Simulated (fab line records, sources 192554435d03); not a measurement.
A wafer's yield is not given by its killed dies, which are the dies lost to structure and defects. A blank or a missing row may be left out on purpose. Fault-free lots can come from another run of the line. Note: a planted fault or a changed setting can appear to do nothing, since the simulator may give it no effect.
Matching of chambers    flow n5_finfet    N5_HKMG_FIN_STRIP_89 on rie_diel-04 has 4 sister chambers
The step strips SOC in N2/H2, time 20 s. 4 wafers are shown with their chamber, then 12 later ones without.

## WAFERS PAIRED WITH THEIR CHAMBERS
wafer   chamber  drypump_motor_current_A (A)
L087.3  1        5.6
L088.1  3        5.6
L088.3  0        5.6
L088.4  2        6.5

## WAFERS WITH NO CHAMBER GIVEN
wafer   drypump_motor_current_A (A)
L094.2  5.6
L094.4  5.6
L094.6  6.5
L095.1  6.6
L095.2  5.6
L095.3  5.6
L095.4  5.6
L095.5  6.5
L095.6  5.6
L097.3  5.6
L097.4  5.6
L097.5  5.6

## EACH ONE'S CHAMBER
wafer   from the rows above           in truth
L094.2  can't be placed: 0 or 1 or 3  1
L094.4  can't be placed: 0 or 1 or 3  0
L094.6  2                             2
L095.1  2                             2
L095.2  can't be placed: 0 or 1 or 3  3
L095.3  can't be placed: 0 or 1 or 3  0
L095.4  can't be placed: 0 or 1 or 3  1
L095.5  2                             2
L095.6  can't be placed: 0 or 1 or 3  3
L097.3  can't be placed: 0 or 1 or 3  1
L097.4  can't be placed: 0 or 1 or 3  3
L097.5  can't be placed: 0 or 1 or 3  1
Correct placement for 3 of the 12. Unplaceable from these rows: 9, with the true chamber sitting among the candidates in 9. Wrongly placed: 0.
How it was worked out, from the rows above alone: a wafer's distance from a chamber is the root of the sum, over the readings, of the square of ((its reading less the chamber's mean) divided by the reading's scatter). If the next closest chamber is less than 2 further off than the closest, the wafer can't be placed; otherwise it belongs to the closest. For every chamber, the mean is computed from those of its wafers that are shown. The scatter: with one shown wafer a chamber, the root of the mean of the squares of how far each hidden wafer lies from its nearest shown one.
